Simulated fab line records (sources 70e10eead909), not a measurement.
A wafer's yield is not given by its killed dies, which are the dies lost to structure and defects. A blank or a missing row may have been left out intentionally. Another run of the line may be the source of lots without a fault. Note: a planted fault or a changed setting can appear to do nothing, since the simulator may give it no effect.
fab line records	flow nand_harc
[record] lots = 6	wafers = 18	last_day = 24
route steps=1159 shown P_GATE@133 END@1159
lots that met no fault: taken from a fault-free run of the same line
start_h: hours from the record's opening day to when the first of the lot's shown wafers began	wait_h: hours since the lot's step before	" as in the row above	L1.1+2: several wafers, shown together as one row	- value missing, or start not given	* or withheld: withheld	< > ~ a bound
route shown NAME@n: a module of which the file shows steps, and the number in the route of the first	usual: the fault-free wafers' mean and standard deviation	same: alike in all rows	chamber/n: place in a boat	sites: each site's reading	_std_site: how widely they spread, as a standard deviation	_edge_site: inner sites' mean taken away from outer sites' mean	radius_mm: for every site, how far away it sits from the centre of the wafer	mask NAME#n: copy n	behind: the most recent tool/chamber to have shaped the wafer	hold: the reason the lot was held/the length of the hold in hours/how it ended	device: names the non-switching transistor (n, p or np)	end of line: the tests these same wafers got at the end of their route	a step given without rows: its recipe and nothing more	killed: dies lost to structure and defects at the first sort, not the wafer's yield	map: a wafer's dies, marking killed ones x, the rest . and places with no die _
set.NAME: setting as actually run; set.NAME@STEP: the setting as run at that earlier step	model.NAME: the simulator's own value behind a step, which no gauge read
lots at selected steps of the route; one table per step, one row per wafer
services: when a tool's chamber went out of use (start_h, in hours from the record's first day, below 0 if earlier), for how many hours, and the reason
[[steps]]
[step NHARC_P_GATE_DEHYDRATE_18]
[recipe] temp_c = 150	time_s = 120
[step NHARC_P_GATE_HMDS_19]
[recipe] time_s = 30
[step NHARC_P_GATE_COAT_20]
[recipe] spin_rpm = 1500	resist_thk_nm = 90
[step NHARC_P_GATE_SOFTBAKE_21]
[recipe] temp_c = 105	time_s = 55
[step NHARC_P_GATE_EBR_22]
[step NHARC_P_GATE_EXPOSE_23]
[recipe] na = 1.35	target_cd_nm = 120	dose_mj = 93.91	mask_id = P_GATE
[step NHARC_P_GATE_PEB_24]
[recipe] peb_temp_c = 100	peb_time_s = 65
[step NHARC_P_GATE_DEVELOP_25]
[recipe] develop_time_s = 35	dev_temp_c = 23
[step NHARC_P_GATE_CD_MEAS_26]
[recipe] target_cd_nm = 120	landing_energy_ev = 500
[usual] cd_nm = 119.9/0.55
[same] landing_energy_ev = 500
lot.wafer	tool	chamber	start_h	wait_h	cd_nm
L138.2	cd_sem-03	0	105.68	-	120.1
L138.3	"	0	"	"	120.3
L138.5	"	0	"	"	119.7
L140.4	cd_sem-01	0	110.38	-	119.1
L140.5	"	0	"	"	119.5
L140.6	"	0	"	"	119.3
L145.2	cd_sem-02	0	143.77	-	120.3
L145.4	"	0	"	"	119.5
L145.6	"	0	"	"	120.1
L151.1	cd_sem-02	0	173.20	-	119.0
L151.2	"	0	"	"	119.7
L151.6	"	0	"	"	119.2
L153.4	cd_sem-03	0	190.87	-	121.1
L153.5	"	0	"	"	120.1
L153.6	"	0	"	"	120.9
L157.4	cd_sem-01	0	217.24	-	119.5
L157.5	"	0	"	"	119.9
L157.6	"	0	"	"	118.7
[step NHARC_P_GATE_OVL_MEAS_27]
[usual] overlay_x_nm = 0.0/1	overlay_y_nm = 0.2/0.77
lot.wafer	tool	chamber	start_h	wait_h	overlay_x_nm	overlay_y_nm
L138.2	overlay-02	-	105.78	-	-1.2	1.1
L138.3	"	-	"	"	-1.3	1.1
L138.5	"	-	"	"	-1.2	0.6
L140.4	overlay-02	-	110.47	-	-0.5	0.7
L140.5	"	-	"	"	-0.8	0.1
L140.6	"	-	"	"	-0.6	0.9
L145.2	overlay-02	-	143.86	-	-1.6	-1.2
L145.4	"	-	"	"	-2.1	-0.7
L145.6	"	-	"	"	-1.6	-0.9
L151.1	overlay-02	-	173.29	-	-1.7	1.1
L151.2	"	-	"	"	-1.9	0.2
L151.6	"	-	"	"	-1.1	0.1
L153.4	overlay-01	-	190.95	-	1.5	0.3
L153.5	"	-	"	"	0.8	0.6
L153.6	"	-	"	"	1.0	0.5
L157.4	overlay-01	-	217.32	-	0.8	0.3
L157.5	"	-	"	"	0.1	0.3
L157.6	"	-	"	"	0.2	0.2
[step NHARC_P_GATE_INSPECT_28]
[usual] raw_defect_count = 7/3.3
lot.wafer	tool	chamber	start_h	wait_h	raw_defect_count
L138.2	defect_inspect-01	-	105.83	0.1	11
L138.3	"	-	"	"	4
L138.5	"	-	"	"	9
L140.4	defect_inspect-01	-	110.50	0.0	7
L140.5	"	-	"	"	3
L140.6	"	-	"	"	6
L145.2	defect_inspect-02	-	143.89	0.0	4
L145.4	"	-	"	"	3
L145.6	"	-	"	"	6
L151.1	defect_inspect-02	-	173.33	0.0	8
L151.2	"	-	"	"	4
L151.6	"	-	"	"	6
L153.4	defect_inspect-02	-	190.99	0.0	13
L153.5	"	-	"	"	12
L153.6	"	-	"	"	17
L157.4	defect_inspect-02	-	217.36	0.0	1
L157.5	"	-	"	"	2
L157.6	"	-	"	"	7
[step NHARC_P_GATE_DESCUM_31]
[recipe] time_s = 3	o2_flow_sccm = 200	ar_flow_sccm = 0	bias_power_w = 0	chemistry = O2
[usual] chamber_pressure_mTorr = 60.00/0.051	drypump_motor_current_A = 5.74/0.25	oes_product_au = 1.002/0.007	rf_vpp_V = 58.0/1	showerhead_plenum_p_Torr = 1.95/0.081	throttle_valve_pct = 11.311/0.0083
[same] bias_power_w = 0
lot.wafer	tool	chamber	start_h	wait_h	chamber_pressure_mTorr	drypump_motor_current_A	oes_product_au	rf_hours_counter_h	rf_vpp_V	showerhead_plenum_p_Torr	throttle_valve_pct
L138.3	rie_diel-02	1	105.90	0.1	59.99	5.50	0.991	40	57.0	1.83	11.315
L138.2	"	3	"	"	60.02	6.08	1.008	41	57.3	1.99	11.319
L138.5	"	2	"	"	59.94	5.17	1.006	-	57.0	1.76	11.299
L140.4	rie_diel-01	0	110.57	0.1	60.04	6.21	1.000	25	58.5	1.97	11.309
L140.5	"	3	"	"	60.02	5.69	1.000	-	57.7	1.78	11.310
L140.6	"	0	"	"	59.94	6.20	0.997	-	57.8	1.97	11.297
L145.2	rie_diel-07	0	143.98	0.1	60.00	5.70	1.000	30	57.5	2.00	11.310
L145.6	"	2	"	"	60.01	5.63	1.003	-	58.2	1.99	11.319
L145.4	"	3	"	"	59.95	5.46	0.989	-	58.2	1.93	11.322
L151.2	rie_diel-01	0	173.46	0.1	59.99	6.17	1.008	7	57.9	1.96	11.327
L151.1	"	3	"	"	59.97	5.68	1.002	5	56.6	1.78	11.301
L151.6	"	1	"	"	59.87	5.86	0.994	-	58.8	2.01	11.326
L153.4	rie_diel-01	0	191.05	0.1	60.08	6.17	1.023	10	60.5	1.96	11.330
L153.6	"	0	"	"	59.99	6.17	1.017	-	59.2	1.96	11.302
L153.5	"	1	"	"	59.95	5.86	1.006	-	57.7	2.01	11.327
L157.4	rie_diel-02	3	217.43	0.1	59.95	6.08	0.991	21	56.3	1.98	11.313
L157.6	"	1	"	"	60.03	5.49	1.001	-	55.6	1.82	11.307
L157.5	"	2	"	"	60.07	5.16	1.017	-	59.1	2.07	11.302
[step NHARC_P_GATE_ETCH_104]
[recipe] target_depth_a = 600	time_s = withheld	cf4_flow_sccm = 100	chf3_flow_sccm = 30	ar_flow_sccm = 0	rf_w = 500	bias_w = 200	chemistry = CF4/CHF3
[usual] chamber_pressure_mTorr = 25.000/0.023	drypump_motor_current_A = 5.73/0.24	oes_product_au = 0.947/0.017	rf_fwd_power_W = 492.1/2.7	rf_vpp_V = 371.5/2.3	showerhead_plenum_p_Torr = 1.60/0.066	throttle_valve_pct = 16.802/0.0094
lot.wafer	tool	chamber	start_h	wait_h	chamber_pressure_mTorr	drypump_motor_current_A	oes_product_au	rf_fwd_power_W	rf_vpp_V	showerhead_plenum_p_Torr	throttle_valve_pct
L138.2	rie_diel-02	2	105.99	0.1	24.954	5.17	0.927	485.2	367.9	1.46	16.802
L138.3	"	3	"	"	24.996	6.09	0.937	489.4	373.3	1.64	16.802
L138.5	"	2	"	"	25.029	5.16	0.926	485.7	366.5	1.46	16.807
L140.4	rie_diel-01	3	110.65	0.1	25.013	5.69	0.966	490.6	368.0	1.47	16.802
L140.5	"	3	"	"	24.989	5.70	0.958	491.7	366.9	1.47	16.792
L140.6	"	0	"	"	24.956	6.16	0.948	492.1	372.2	1.61	16.803
L145.2	rie_diel-07	3	144.07	0.1	24.962	5.47	0.960	496.1	370.0	1.59	16.808
L145.4	"	3	"	"	24.964	5.50	0.941	497.3	372.4	1.59	16.815
L145.6	"	0	"	"	24.989	5.70	0.942	491.0	374.2	1.64	16.798
L151.1	rie_diel-01	2	173.55	0.1	25.058	5.68	0.848	433.5	372.5	1.65	16.781
L151.2	"	1	"	"	25.025	5.88	0.921	493.2	372.7	1.65	16.797
L151.6	"	3	"	"	24.974	5.66	0.938	493.4	366.7	1.47	16.820
L153.6	rie_diel-01	2	191.15	0.1	24.973	5.70	0.907	431.6	374.3	1.65	16.812
L153.4	"	0	"	"	24.979	6.16	0.968	495.1	371.6	1.61	16.795
L153.5	"	1	"	"	25.011	5.84	0.959	490.5	373.0	1.65	16.790
L157.4	rie_diel-02	2	217.63	0.2	24.939	5.16	0.931	488.3	375.0	1.69	16.811
L157.6	"	1	"	"	24.998	5.49	0.922	493.1	368.6	1.50	16.822
L157.5	"	2	"	"	25.019	5.16	0.943	487.9	374.9	1.69	16.810
[step NHARC_P_GATE_HM_OPEN_105]
[recipe] target_depth_a = 3600	o2_flow_sccm = 400	cos_flow_sccm = 20	ar_flow_sccm = 0	rf_w = 500	bias_w = 300	chemistry = O2/COS
[usual] chamber_pressure_mTorr = 20.001/0.016	drypump_motor_current_A = 5.76/0.25	oes_product_au = 1.001/0.0079	rf_vpp_V = 468.6/2.6	showerhead_plenum_p_Torr = 3.19/0.12	throttle_valve_pct = 28.331/0.01
lot.wafer	tool	chamber	start_h	wait_h	chamber_pressure_mTorr	drypump_motor_current_A	oes_product_au	rf_hours_counter_h	rf_vpp_V	showerhead_plenum_p_Torr	throttle_valve_pct
L138.3	rie_diel-02	3	-	-	20.008	6.10	1.003	41	468.8	3.24	28.334
L138.2	"	0	"	"	19.973	5.88	0.984	42	466.5	3.05	28.333
L138.5	"	0	"	"	19.999	5.86	0.996	-	464.2	3.05	28.341
L140.4	rie_diel-01	1	-	-	20.006	5.92	0.997	24	469.5	3.28	28.335
L140.6	"	0	"	"	20.049	6.17	0.994	-	468.0	3.20	28.321
L140.5	"	1	"	"	20.009	5.88	0.992	-	471.4	3.28	28.323
L145.2	rie_diel-07	0	-	-	20.020	5.70	0.997	30	469.8	3.26	28.322
L145.6	"	3	"	"	19.984	5.48	0.998	-	468.2	3.15	28.334
L145.4	"	0	"	"	19.989	5.71	1.002	-	470.5	3.26	28.337
L151.1	rie_diel-01	3	-	-	20.006	5.69	0.986	5	462.0	2.91	28.313
L151.2	"	0	"	"	20.009	6.17	0.997	7	468.2	3.20	28.324
L151.6	"	2	"	"	19.979	5.71	0.989	-	470.4	3.28	28.346
L153.6	rie_diel-01	0	-	-	19.977	6.17	1.012	-	468.4	3.20	28.317
L153.4	"	1	"	"	19.987	5.91	1.002	-	471.4	3.27	28.359
L153.5	"	2	"	"	19.988	5.71	1.003	-	470.4	3.28	28.337
L157.4	rie_diel-02	3	-	-	20.007	6.08	0.981	21	469.8	3.23	28.326
L157.5	"	1	"	"	19.996	5.56	0.990	-	465.0	2.98	28.334
L157.6	"	2	"	"	20.005	5.18	0.992	-	472.1	3.36	28.337
[step NHARC_END_SORT_01]
[recipe] temp_c = 25
[usual] killed_at_array = 26/9.6	killed_at_other = 0.7/0.92	killed_at_periphery = 3.8/2.7	killed_dies = 31/10	killed_open = 3.3/1.7	killed_short = 1.8/1.3
[same] gross_dies = 677
lot.wafer	tool	chamber	start_h	wait_h	killed_at_array	killed_at_other	killed_at_periphery	killed_dies	killed_open	killed_short
L145.2	prober-02	0	494.71	2.8	17	1	2	20	2	2
L145.4	prober-02	0	496.28	3.3	22	0	5	27	1	1
L145.6	prober-02	0	497.84	3.9	20	0	7	27	2	2
L151.1	prober-01	0	534.50	2.5	41	1	1	43	2	3
L151.2	prober-01	0	535.29	2.8	43	0	3	46	2	2
L151.6	prober-01	0	538.48	4.0	36	1	3	40	4	1
// killed by level:class
L145.2 A_SLIT:chamber_film_flake=5 P_GATE:chamber_film_flake=2 A_CHANNEL_HOLE_D1:chamber_film_flake=2 A_SGD_CUT:chamber_film_flake=2 A_CONTACT:chamber_film_flake=2 A_ONON_D1:geometric_particle:short=1 A_CHANNEL_HOLE_D1:geometric_particle:open=1 A_SGD_CUT:geometric_particle:short=1
L145.4 A_SLIT:chamber_film_flake=7 A_ZERO_WELL:chamber_film_flake=4 P_GATE:chamber_film_flake=3 A_CONTACT:chamber_film_flake=3 P_BONDPAD:chamber_film_flake=2 A_CHANNEL_HOLE_D1:chamber_film_flake=2 A_SGD_CUT:chamber_film_flake=2 A_CONTACT:geometric_particle:open=1
L145.6 A_SLIT:chamber_film_flake=7 P_GATE:chamber_film_flake=3 A_ZERO_WELL:chamber_film_flake=3 A_STAIRCASE:chamber_film_flake=3 P_BONDPAD:chamber_film_flake=2 A_CONTACT:chamber_film_flake=2 P_GATE:geometric_particle:open=1 A_CHANNEL_FILL_D1:geometric_particle:short=1
L151.1 A_CHANNEL_HOLE_D1:chamber_film_flake=20 A_SLIT:chamber_film_flake=8 A_CHANNEL_FILL_D1:chamber_film_flake=3 A_ZERO_WELL:chamber_film_flake=2 A_CONTACT:chamber_film_flake=2 A_ONON_D1:geometric_particle:open=1 A_CHANNEL_FILL_D1:geometric_particle:short=1 A_CHANNEL_FILL_D1:geometric_particle:open=1
L151.2 A_CHANNEL_HOLE_D1:chamber_film_flake=21 A_SLIT:chamber_film_flake=11 A_STAIRCASE:chamber_film_flake=7 P_CONTACT:geometric_particle:open=1 P_M1:geometric_particle:open=1 A_ONON_D1:geometric_particle:short=1 A_BLC:geometric_particle:short=1 P_ZERO_WELL:chamber_film_flake=1
L151.6 A_CHANNEL_HOLE_D1:chamber_film_flake=15 A_SLIT:chamber_film_flake=11 A_STAIRCASE:chamber_film_flake=3 A_CONTACT:geometric_particle:open=2 A_CONTACT:chamber_film_flake=2 P_M1:geometric_particle:open=1 A_WL_FILL:geometric_particle:short=1 A_M0:geometric_particle:open=1
[[services]]
tool	chamber	start_h	hours	kind
rie_diel-01	0	92.41	-	clean
rie_diel-01	1	92.41	-	clean
rie_diel-01	2	92.41	-	clean
rie_diel-01	3	92.41	-	clean
rie_diel-01	0	116.99	-	clean
rie_diel-01	1	116.99	-	clean
rie_diel-01	2	116.99	-	clean
rie_diel-01	3	116.99	-	clean
rie_diel-02	3	117.22	18.1	repair
rie_diel-07	1	129.31	103.2	repair
rie_diel-01	-	137.80	9.0	pm
rie_diel-01	0	137.80	9.0	vent_cycle
rie_diel-01	1	137.80	9.0	vent_cycle
rie_diel-01	2	137.80	9.0	vent_cycle
rie_diel-01	3	137.80	17.2	vent_cycle
rie_diel-01	0	146.80	-	clean
rie_diel-01	1	146.80	-	clean
rie_diel-01	2	146.80	-	clean
rie_diel-02	-	150.83	9.0	pm
rie_diel-01	0	171.42	-	clean
rie_diel-02	-	182.41	0.1	repair
rie_diel-01	3	191.09	14.9	repair
rie_diel-07	-	196.24	11.1	repair
rie_diel-07	3	217.21	9.3	repair
[[key]]
[first_sign] step = NHARC_P_GATE_ETCH_104	reading = rf_fwd_power_W	direction = down	sigmas = 22	usual = *	struck = *
[effect] step = NHARC_P_GATE_ETCH_104	reading = oes_product_au	direction = down	sigmas = 3.9	usual = 0.947	struck = 0.878
met_at NHARC_P_GATE_ETCH_104
struck_wafers L151.1,L153.6
tester_left_out L151,L153
[fault] kind = process_parameter_drift	tool = rie_diel-01	chamber = 2	onset_h = 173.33	steps = NHARC_P_GATE_ETCH_104	channel = rf_w	offset = *	shape = step	end_h = 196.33	acts_in = *	stated = *
// tester_left_out: of these lots the tester's yield and bins aren't shown, on N5 and GAA mostly nor the transistor test; their killed dies are dies lost to structure and defects alone, not to doping, threshold or leakage, so they don't give the yield
